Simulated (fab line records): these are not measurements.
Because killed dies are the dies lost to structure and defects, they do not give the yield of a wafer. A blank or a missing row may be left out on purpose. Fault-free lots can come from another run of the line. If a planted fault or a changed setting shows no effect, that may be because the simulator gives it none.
fab line records	flow n5_finfet
record: lots: 6	wafers: 16	last_day: 17
route steps=1938 shown BEOL_M2@848 BEOL_M4@1111 PASSIVATION@1936
lots that met no fault: taken from a fault-free run of the same line
start_h: start of the lot's first displayed wafer, in hours after the record's first day	wait_h: hours since the lot's step before	" identical to the entry in the row above	L1.1+2: a single row standing in for several wafers	- no value, or no start given	* or withheld: withheld	< > ~ a bound
route shown NAME@n: a module of which the file shows steps, and the number in the route of the first	usual: the fault-free wafers' mean and standard deviation	same: alike in all rows	chamber/n: place in a boat	sites: readings site by site	_std_site: their standard deviation	_edge_site: mean of outer sites minus mean of inner sites	radius_mm: for every site, how far away it sits from the centre of the wafer	mask NAME#n: copy n	behind: the tool/chamber that last shaped the wafer	hold: what put the lot on hold/how long, in hours/how the hold closed	device: whichever transistor did not switch (one of n, p or np)	end of line: the same wafers' tests at the end of the route	for a step that has no rows: nothing shown but its recipe	killed: dies lost to structure and defects at the first sort, not the wafer's yield	map: a wafer's dies, marking killed ones x, the rest . and places with no die _
set.NAME: the run value of the setting; set.NAME@STEP: its run value at that earlier step	model.NAME: the simulator's own value behind a step, which no gauge read
lots seen at some steps along the route; tables by step, rows by wafer
services: from which hour (start_h, from the record's first day; less than 0 if before it) a tool's chamber was out of use, for how many hours, and why
== steps ==
step: N5_BEOL_M2_COAT_05
recipe: resist: CAR-EUV	spin_rpm: 1500	resist_thk_nm: 30
step: N5_BEOL_M2_EBR_07
recipe: solvent: PGMEA	ebr_width_mm: 1.5
step: N5_BEOL_M2_SOFTBAKE_06
recipe: temp_c: 110	time_s: 60	resist: CAR-EUV
step: N5_BEOL_M2_EXPOSE_08
recipe: mask_id: M2	na: 0.33	source_shape: dipole	sigma_inner: 0.369	sigma_outer: 0.767	polarization: unpolarized	dose_mj: 41.25
step: N5_BEOL_M2_PEB_09
recipe: peb_temp_c: 100	peb_time_s: 60	resist: CAR-EUV
step: N5_BEOL_M2_DEVELOP_10
recipe: develop_time_s: 30	developer: TMAH	resist: CAR-EUV	rinse_liquid: surfactant_rinse	dry: air_spin	dev_temp_c: 23
step: N5_BEOL_M2_CD_MEAS_11
recipe: target_cd_nm: 16.79	landing_energy_ev: 500	detector: se_inlens	polarity: opening
usual: cd_nm: 16.71/0.24
lot.wafer	tool	chamber	start_h	wait_h	cd_nm
L829.2	cd_sem-01	0	164.99	-	16.81
L829.6	"	0	"	"	16.59
L832.2	cd_sem-02	0	180.46	-	16.89
L832.6	"	0	"	"	16.32
L835.1	cd_sem-03	0	207.79	-	16.98
L835.4	"	0	"	"	17.02
L835.5	"	0	"	"	16.93
L839.2	cd_sem-03	0	227.48	-	16.93
L839.4	"	0	"	"	16.66
L839.6	"	0	"	"	16.78
L841.3	cd_sem-03	0	240.05	-	16.97
L841.5	"	0	"	"	17.06
L841.6	"	0	"	"	16.78
L846.1	cd_sem-01	0	270.89	-	16.93
L846.3	"	0	"	"	16.73
L846.5	"	0	"	"	16.62
step: N5_BEOL_M2_OVL_MEAS_12
recipe: points_per_wafer: 522
usual: M2_OVL: -0.1/0.53
lot.wafer	tool	chamber	start_h	wait_h	M2_OVL[nm]
L829.2	overlay-02	0	165.02	0.0	0.1
L829.6	"	0	"	"	0.9
L832.2	overlay-02	0	180.49	0.0	-1.0
L832.6	"	0	"	"	-0.5
L835.1	overlay-01	0	207.82	0.0	0.6
L835.4	"	0	"	"	0.5
L835.5	"	0	"	"	0.3
L839.2	overlay-01	0	227.52	0.0	1.3
L839.4	"	0	"	"	0.7
L839.6	"	0	"	"	1.3
L841.3	overlay-02	0	240.09	0.0	0.3
L841.5	"	0	"	"	0.6
L841.6	"	0	"	"	0.6
L846.1	overlay-02	0	270.92	0.0	0.7
L846.3	"	0	"	"	0.4
L846.5	"	0	"	"	-0.1
step: N5_BEOL_M2_INSPECT_13
recipe: mode: adi	inspect_instrument: brightfield
usual: raw_defect_count: 393/100
lot.wafer	tool	chamber	start_h	wait_h	raw_defect_count
L829.2	defect_inspect-02	-	165.08	0.0	436
L829.6	"	-	"	"	461
L832.2	defect_inspect-01	-	180.55	0.0	501
L832.6	"	-	"	"	404
L835.1	defect_inspect-02	-	207.88	0.1	464
L835.4	"	-	"	"	680
L835.5	"	-	"	"	520
L839.2	defect_inspect-02	-	227.57	0.0	245
L839.4	"	-	"	"	266
L839.6	"	-	"	"	303
L841.3	defect_inspect-01	-	240.14	0.0	443
L841.5	"	-	"	"	471
L841.6	"	-	"	"	394
L846.1	defect_inspect-01	-	270.98	0.1	265
L846.3	"	-	"	"	263
L846.5	"	-	"	"	247
step: N5_BEOL_M2_DESCUM_16
recipe: chemistry: O2	time_s: 7	source_power_w: 50	bias_power_w: 20	pressure_mtorr: 20	rf_frequency_hz: 2.712e+07	temp_c: 40	resist: CAR-EUV	o2_flow_sccm: 225
usual: bias_power_w: 19.99/0.053	drypump_motor_current_A: 5.7/0.52	oes_product_au: 0.83/0.083	rf_vpp_V: 242.7/0.98	showerhead_plenum_p_Torr: 2.07/0.043	throttle_valve_pct: 20.45/0.26
same: time_s: 7
lot.wafer	tool	chamber	start_h	wait_h	bias_power_w	drypump_motor_current_A	oes_product_au	rf_hours_counter_h	rf_vpp_V	showerhead_plenum_p_Torr	throttle_valve_pct
L829.2	rie_diel-01	3	165.11	0.0	20.04	6.0	0.82	93	242.8	2.09	20.41
L829.6	"	0	"	"	19.96	6.3	0.78	-	243.0	2.11	20.52
L832.2	rie_diel-04	0	180.58	0.0	19.95	6.0	0.79	125	242.0	2.00	20.28
L832.6	"	2	"	"	20.03	5.3	0.93	-	243.9	2.07	20.24
L835.1	rie_diel-05	3	207.94	0.1	19.97	5.0	0.93	33	241.6	2.04	20.23
L835.4	"	1	"	"	19.96	5.8	0.85	62	242.3	2.06	20.57
L835.5	"	3	"	"	20.04	5.0	0.93	-	241.9	2.04	20.24
L839.2	rie_diel-05	2	227.60	0.0	20.01	6.7	0.72	201	244.1	2.05	20.86
L839.4	"	0	"	"	19.95	5.1	0.85	80	242.3	2.03	20.33
L839.6	"	0	"	"	20.03	5.1	0.85	-	242.6	2.02	20.33
L841.3	rie_diel-05	3	240.17	0.0	19.99	5.0	0.91	45	241.7	2.03	20.25
L841.5	"	2	"	"	20.05	6.7	0.71	-	243.3	2.05	20.86
L841.6	"	3	"	"	19.93	5.0	0.91	-	241.6	2.04	20.25
L846.1	rie_diel-04	1	271.01	0.0	20.00	5.4	0.83	88	242.0	2.13	20.51
L846.3	"	2	"	"	19.98	5.4	0.88	44	243.5	2.06	20.28
L846.5	"	2	"	"	19.96	5.4	0.88	-	242.0	2.06	20.28
step: N5_BEOL_M2_ETCH_74
recipe: chemistry: N2/H2	target: underlayer	target_depth_a: 65	mask_material: CAR-EUV	time_s: 5.2	ion_energy_ev: 200	pressure_mtorr: 30	source_w: 840	bias_w: 150	n2_flow_sccm: 200	h2_flow_sccm: 200	ends: cleared
usual: bias_w: 150.0/0.4	drypump_motor_current_A: 5.7/0.52	etch_rf_on_time_s: 5.25/0.15	oes_product_au: 0.70/0.071	rf_vpp_V: 522.8/1.8	showerhead_plenum_p_Torr: 2.51/0.058	throttle_valve_pct: 17.9/0.35
lot.wafer	tool	chamber	start_h	wait_h	bias_w	drypump_motor_current_A	etch_rf_on_time_s	oes_product_au	rf_hours_counter_h	rf_vpp_V	showerhead_plenum_p_Torr	throttle_valve_pct
L829.2	rie_diel-01	3	165.15	0.0	150.5	6.0	5.22	0.70	93	522.7	2.56	17.9
L829.6	"	0	"	"	150.1	6.3	5.22	0.67	-	523.0	2.58	18.0
L832.2	rie_diel-04	0	180.62	0.0	149.3	5.9	5.43	0.64	125	521.6	2.47	18.0
L832.6	"	2	"	"	150.0	5.4	5.17	0.79	-	522.7	2.52	17.7
L835.1	rie_diel-05	3	207.97	0.0	150.0	5.0	5.20	0.77	33	520.4	2.48	17.7
L835.4	"	1	"	"	150.4	5.8	5.19	0.72	62	522.1	2.44	17.6
L835.5	"	3	"	"	150.1	5.0	5.23	0.77	-	518.2	2.48	17.7
L839.2	rie_diel-05	2	227.64	0.0	149.5	6.7	5.53	0.59	201	523.3	2.54	18.7
L839.4	"	0	"	"	150.0	5.1	5.11	0.71	80	520.0	2.46	17.8
L839.6	"	0	"	"	150.0	5.1	5.05	0.72	-	522.6	2.46	17.8
L841.3	rie_diel-05	3	240.21	0.0	150.0	5.0	5.30	0.75	45	521.2	2.48	17.7
L841.5	"	2	"	"	149.7	6.7	5.55	0.59	-	523.6	2.54	18.6
L841.6	"	3	"	"	150.2	5.0	5.22	0.75	-	522.6	2.48	17.7
L846.1	rie_diel-04	1	271.05	0.0	150.5	5.4	5.14	0.70	88	524.9	2.58	17.9
L846.3	"	2	"	"	150.3	5.4	5.16	0.76	44	520.8	2.51	17.8
L846.5	"	2	"	"	150.4	5.3	5.15	0.75	-	522.4	2.51	17.8
step: N5_BEOL_M2_ETCH_63
recipe: chemistry: CF4	target: SiARC	target_depth_a: 156	mask_material: CAR-EUV	time_s: 26	ion_energy_ev: 80	pressure_mtorr: 40	source_w: 545	bias_w: 36	Ar_flow_sccm: 100	cf4_flow_sccm: 100	ends: cleared
usual: bias_w: 36.02/0.11	drypump_motor_current_A: 5.7/0.52	etch_rf_on_time_s: 26.2/0.76	oes_product_au: 0.70/0.072	rf_vpp_V: 183.8/0.89	showerhead_plenum_p_Torr: 2.12/0.044	throttle_valve_pct: 15.62/0.24
lot.wafer	tool	chamber	start_h	wait_h	bias_w	drypump_motor_current_A	etch_rf_on_time_s	oes_product_au	rf_hours_counter_h	rf_vpp_V	showerhead_plenum_p_Torr	throttle_valve_pct
L829.2	rie_diel-01	3	165.16	0.0	36.13	6.0	26.4	0.68	93	183.5	2.18	15.75
L829.6	"	0	"	"	35.97	6.3	26.3	0.67	-	182.9	2.18	15.75
L832.2	rie_diel-04	0	180.63	0.0	35.92	5.9	26.6	0.66	125	182.2	2.06	15.52
L832.6	"	2	"	"	36.12	5.4	25.9	0.79	-	182.8	2.09	15.27
L835.1	rie_diel-05	3	207.99	0.0	35.72	5.0	26.6	0.77	33	184.6	2.12	15.55
L835.4	"	1	"	"	36.12	5.8	26.2	0.72	62	183.6	2.08	15.52
L835.5	"	3	"	"	36.01	5.0	26.5	0.77	-	183.0	2.12	15.54
L839.2	rie_diel-05	2	227.65	0.0	35.85	6.7	27.6	0.59	201	183.6	2.11	16.06
L839.4	"	0	"	"	36.12	5.1	25.0	0.72	80	183.0	2.10	15.52
L839.6	"	0	"	"	35.99	5.1	25.0	0.72	-	184.2	2.10	15.53
L841.3	rie_diel-05	3	240.23	0.0	35.89	5.0	26.7	0.75	45	182.5	2.12	15.57
L841.5	"	2	"	"	36.21	6.7	27.6	0.59	-	182.4	2.11	16.07
L841.6	"	3	"	"	35.93	5.0	26.9	0.75	-	183.3	2.12	15.58
L846.1	rie_diel-04	1	271.07	0.0	35.88	5.4	25.3	0.70	88	184.1	2.16	15.67
L846.3	"	2	"	"	36.08	5.3	25.9	0.75	44	181.9	2.08	15.31
L846.5	"	2	"	"	36.12	5.4	26.1	0.75	-	183.0	2.08	15.32
step: N5_BEOL_M2_ETCH_64
recipe: chemistry: N2/H2	target: SOC	target_depth_a: 750	overetch_a: 225	mask_material: SiARC	temp_c: 40	time_s: 121.9	ion_energy_ev: 200	pressure_mtorr: 30	source_w: 840	bias_w: 150	n2_flow_sccm: 200	h2_flow_sccm: 200
usual: bias_w: 150.0/0.45	drypump_motor_current_A: 5.7/0.52	oes_product_au: 0.63/0.057	rf_vpp_V: 522.9/1.6	showerhead_plenum_p_Torr: 2.51/0.058	throttle_valve_pct: 17.9/0.35
same: time_s: 121.9
lot.wafer	tool	chamber	start_h	wait_h	bias_w	drypump_motor_current_A	oes_product_au	rf_hours_counter_h	rf_vpp_V	showerhead_plenum_p_Torr	throttle_valve_pct	model.SiARC_of_BEOL_M2_COAT_62.thk_nm
L829.2	rie_diel-01	3	165.19	0.0	149.8	6.0	0.62	93	523.8	2.56	17.9	6.2
L829.6	"	0	"	"	150.6	6.3	0.60	-	523.6	2.58	18.0	6.2
L832.2	rie_diel-04	0	180.66	0.0	149.5	6.0	0.59	125	521.0	2.47	18.0	6.8
L832.6	"	2	"	"	149.6	5.4	0.70	-	520.8	2.52	17.7	6.2
L835.1	rie_diel-05	3	208.02	0.0	149.4	5.0	0.69	34	522.3	2.48	17.7	6.6
L835.4	"	1	"	"	149.9	5.8	0.64	62	521.3	2.44	17.6	6.2
L835.5	"	3	"	"	149.7	5.0	0.68	-	522.2	2.48	17.6	6.4
L839.2	rie_diel-05	2	227.68	0.0	173.1	6.7	0.54	201	571.3	2.54	18.6	5.8
L839.4	"	0	"	"	172.9	5.1	0.63	80	571.8	2.46	17.7	4.8
L839.6	"	0	"	"	172.6	5.1	0.63	-	569.5	2.46	17.8	4.8
L841.3	rie_diel-05	3	240.25	0.0	172.1	5.0	0.68	45	569.8	2.48	17.7	5.4
L841.5	"	2	"	"	173.2	6.7	0.54	-	572.6	2.54	18.6	5.8
L841.6	"	3	"	"	172.5	5.0	0.68	-	571.7	2.48	17.7	5.4
L846.1	rie_diel-04	1	271.09	0.0	149.5	5.4	0.62	88	525.0	2.58	17.9	6.6
L846.3	"	2	"	"	149.7	5.4	0.66	44	522.7	2.51	17.7	6.2
L846.5	"	2	"	"	150.1	5.4	0.66	-	522.0	2.51	17.7	6
step: N5_BEOL_M2_STRIP_65
recipe: chemistry: N2/H2	temp_c: 40	n2_flow_sccm: 200	h2_flow_sccm: 200	rf_frequency_hz: 6e+07
step: N5_BEOL_M4_RC_MEAS_101
usual: DIBL_N: 36.0/1.9	DIBL_P: 35.6/2.4	IOFF_N: 0.16/0.036	IOFF_P: 0.21/0.04	ION_N: 673/14	ION_P: 460/8.9	SS_N: 71.5/0.67	SS_P: 73.2/0.73	VT_N: 249/3.6	VT_P: -250/3.7
lot.wafer	tool	chamber	start_h	wait_h	DIBL_N[mV/V]	DIBL_P[mV/V]	IOFF_N[nA/um]	IOFF_P[nA/um]	ION_N[uA/um]	ION_P[uA/um]	SS_N[mV/dec]	SS_P[mV/dec]	VT_N[mV]	VT_P[mV]
L829.2	prober-02	0	193.55	0.2	35.0	35.1	0.13	0.20	667	463	70.6	72.7	254	-250
L829.6	"	0	"	"	39.8	41.0	0.22	0.31	691	471	72.1	73.7	246	-244
L832.2	prober-01	0	218.58	0.2	35.6	34.3	0.15	0.20	684	475	71.3	73.2	248	-247
L832.6	"	0	"	"	36.9	34.6	0.17	0.21	656	452	72.3	73.4	250	-250
L835.1	prober-01	0	231.31	0.0	37.0	35.3	0.18	0.20	693	472	72.2	73.9	249	-252
L835.4	"	0	"	"	36.9	35.9	0.17	0.20	680	462	71.3	73.5	250	-252
L835.5	"	0	"	"	35.8	33.9	0.14	0.17	663	448	70.5	73.6	250	-255
L839.2	prober-02	0	263.46	0.2	38.3	37.8	0.20	0.26	700	477	71.8	73.7	246	-246
L839.4	"	0	"	"	35.4	33.4	0.13	0.17	653	449	71.1	73.3	253	-255
L839.6	"	0	"	"	34.2	32.0	0.12	0.16	663	458	71.1	72.7	254	-253
L841.3	prober-02	0	281.68	0.3	39.8	41.1	0.30	0.33	706	480	72.0	74.4	242	-242
L841.5	"	0	"	"	40.8	42.4	0.30	0.37	708	474	73.0	75.8	241	-242
L841.6	"	0	"	"	33.8	33.6	0.14	0.19	673	464	71.3	73.3	251	-250
L846.1	prober-02	0	310.68	0.0	34.0	34.4	0.13	0.17	649	448	71.5	72.5	251	-253
L846.3	"	0	"	"	36.0	36.3	0.16	0.20	671	458	72.0	73.4	252	-252
L846.5	"	0	"	"	36.9	38.4	0.19	0.22	675	455	72.1	73.6	245	-251
step: N5_PASSIVATION_PROBE_49
usual: defect_limited_yield: 91.2/1.4	killed_at_M0_to_M3: 32/9.3	killed_at_M4_up: 14/4.9	killed_at_contacts: 15/7.5	killed_at_front_end: 40/11	killed_at_other: 4/3.3	killed_dies: 104/17	killed_open: 68/14	killed_short: 33/7.9	sort_bin_4_leakage: 0/0	sort_bin_5_function: 5.2/0.99	sort_bin_6_memory: 3.2/0.65	sort_bin_8_speed: 0.03/0.19	sort_n_pass: 1076/17	sort_yield_pct: 91.1/1.5
same: gross_dies: 1180	killed_at_back_side: 0
lot.wafer	tool	chamber	start_h	wait_h	defect_limited_yield[%]	killed_at_M0_to_M3	killed_at_M4_up	killed_at_contacts	killed_at_front_end	killed_at_other	killed_dies	killed_open	killed_short	sort_bin_4_leakage[%]	sort_bin_5_function[%]	sort_bin_6_memory[%]	sort_bin_8_speed[%]	sort_n_pass	sort_yield_pct[%]
L829.2	prober-01	-	292.59	0.1	91.0	19	14	24	48	1	106	63	41	0	5.6	3.0	0	1074	91.0
L829.6	prober-01	-	292.79	0.3	89.9	36	8	25	50	0	119	91	26	0	5.9	3.8	0.08	1061	89.9
L832.2	prober-02	-	312.20	0.1	89.7	41	19	12	39	11	122	67	52	0	6.7	3.2	0	1058	89.7
L832.6	prober-02	-	312.40	0.3	87.5	50	14	14	60	10	148	100	47	0	8.0	4.3	0	1032	87.5
L835.1	prober-01	-	324.06	0.0	90.7	32	23	7	45	3	110	73	28	0	5.7	3.0	0.08	1070	90.7
L835.4	prober-01	-	324.21	0.2	90.3	22	23	14	53	2	114	73	40	0	6.3	3.0	0	1066	90.3
L835.5	prober-01	-	324.26	0.2	90.0	36	9	12	61	0	118	78	39	0	6.2	3.3	0	1062	90.0
L846.1	prober-02	-	414.52	0.0	92.0	30	25	4	34	1	94	64	28	0	5.3	2.1	0	1086	92.0
L846.3	prober-02	-	414.62	0.1	90.1	28	15	22	49	3	117	92	22	0	6.4	3.3	0	1063	90.1
L846.5	prober-02	-	414.72	0.2	90.2	34	13	18	49	2	116	80	31	0	5.9	3.6	0	1064	90.2
killed by level:class
L829.2 MOL_CONTACT_COAG:geometric_particle:open=17 STI_FIN_REVEAL:geometric_particle:open=15 FIN_SAQP:geometric_particle:short=9 STI_FIN_REVEAL:geometric_particle:short=7 MOL_CONTACT_COAG:geometric_particle:short=7 BEOL_M0_SAQP:geometric_particle:short=6 FIN_SAQP:geometric_particle:open=5 BEOL_M0_SAQP:geometric_particle:open=5
L829.6 STI_FIN_REVEAL:geometric_particle:open=21 MOL_CONTACT_COAG:geometric_particle:open=18 BEOL_M3:geometric_particle:open=12 FIN_SAQP:geometric_particle:open=7 MOL_CONTACT_COAG:geometric_particle:short=7 BEOL_M2:geometric_particle:open=6 BEOL_M1:geometric_particle:open=6 STI_FIN_REVEAL:geometric_particle:short=4
L832.2 BEOL_M2:geometric_particle:open=12 GATE_CUT:geometric_particle:short=11 MOL_CONTACT_COAG:geometric_particle:open=11 BEOL_M0_SAQP:geometric_particle:open=9 BEOL_M3:geometric_particle:short=9 FIN_SAQP:geometric_particle:short=8 BEOL_M0_SAQP:geometric_particle:short=6 FIN_SAQP:geometric_particle:open=5
L832.6 BEOL_M0_SAQP:geometric_particle:open=16 MOL_CONTACT_COAG:geometric_particle:open=13 BEOL_M0_SAQP:geometric_particle:short=12 FIN_SAQP:geometric_particle:open=10 FIN_SAQP:geometric_particle:short=10 BEOL_M1:geometric_particle:open=9 BEOL_M4:geometric_particle:open=9 DUMMY_GATE:geometric_particle:open=8
L835.1 BEOL_M4:geometric_particle:open=14 STI_FIN_REVEAL:geometric_particle:open=9 BEOL_M3:geometric_particle:open=8 FIN_SAQP:geometric_particle:short=7 MOL_CONTACT_COAG:geometric_particle:open=7 FIN_SAQP:geometric_particle:open=6 BEOL_M0_SAQP:geometric_particle:short=6 GATE_CUT:geometric_particle:short=5
L835.4 FIN_SAQP:geometric_particle:short=18 FIN_SAQP:geometric_particle:open=12 MOL_CONTACT_COAG:geometric_particle:open=12 BEOL_M4:geometric_particle:open=11 BEOL_M3:geometric_particle:open=8 BEOL_M4:geometric_particle:short=5 BEOL_M2:geometric_particle:open=4 STI_FIN_REVEAL:geometric_particle:short=3
L835.5 FIN_SAQP:geometric_particle:open=12 MOL_CONTACT_COAG:geometric_particle:open=9 BEOL_M0_SAQP:geometric_particle:open=9 FIN_SAQP:geometric_particle:short=7 BEOL_M0:geometric_particle:open=7 SPACER0:geometric_particle:open=6 STI_FIN_REVEAL:geometric_particle:open=6 SPACER0:geometric_particle:short=6
L846.1 BEOL_M4:geometric_particle:open=15 FIN_SAQP:geometric_particle:open=8 BEOL_M0_SAQP:geometric_particle:short=8 BEOL_M0_SAQP:geometric_particle:open=5 STI_FIN_REVEAL:geometric_particle:open=4 MOL_CONTACT_COAG:geometric_particle:open=4 BEOL_M1:geometric_particle:open=4 BEOL_M2:geometric_particle:open=4
L846.3 MOL_CONTACT_COAG:geometric_particle:open=19 STI_FIN_REVEAL:geometric_particle:open=17 BEOL_M2:geometric_particle:open=11 GATE_CUT:geometric_particle:open=7 FIN_SAQP:geometric_particle:short=6 FIN_SAQP:geometric_particle:open=6 BEOL_M5:geometric_particle:open=6 BEOL_M4:geometric_particle:open=5
L846.5 STI_FIN_REVEAL:geometric_particle:open=15 MOL_CONTACT_COAG:geometric_particle:open=13 BEOL_M2:geometric_particle:open=11 FIN_SAQP:geometric_particle:open=8 GATE_CUT:geometric_particle:short=6 MOL_CONTACT_COAG:geometric_particle:short=5 BEOL_M0_SAQP:geometric_particle:open=5 BEOL_M4:geometric_particle:open=5
== services ==
tool	chamber	start_h	hours	kind
rie_diel-04	-	148.85	0.1	repair
rie_diel-04	2	172.28	4.3	repair
rie_diel-05	0	185.05	3.2	repair
rie_diel-04	-	190.71	1.6	repair
rie_diel-05	1	230.89	5.4	repair
rie_diel-04	2	242.38	12.5	repair
rie_diel-01	1	260.23	-	clean
rie_diel-01	1	260.23	-	consumable_replace:esc
rie_diel-01	1	260.23	-	consumable_replace:focus_ring
rie_diel-01	1	260.23	28.3	scheduled_down
rie_diel-01	1	260.23	28.3	vent_cycle
== key ==
first_sign: step: N5_BEOL_M2_ETCH_64	reading: bias_w	direction: up	sigmas: 51	usual: *	struck: *
effect: step: N5_BEOL_M2_ETCH_64	reading: rf_vpp_V	direction: up	sigmas: 30	usual: 522.9	struck: 571.1
model_effect: step: N5_BEOL_M2_ETCH_64	value: SiARC_of_BEOL_M2_COAT_62.thk_nm	without: 6.4	struck: 5.333
met_at N5_BEOL_M2_ETCH_64
struck_wafers L839.2,L839.4,L839.6,L841.3,L841.5,L841.6
baseline_loss: step: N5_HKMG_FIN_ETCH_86	wafers: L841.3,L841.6
onset_between 208.02 227.68
fault: kind: process_parameter_drift	tool: rie_diel-05	chamber: -	onset_h: 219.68	steps: N5_BEOL_M2_ETCH_64	channel: bias_w	offset: *	shape: step	end_h: 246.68	acts_in: *	stated: *
baseline_loss: these wafers lose ten dies or more at that step, a loss of the line's own and not of a fault; the sort's usual values leave them out
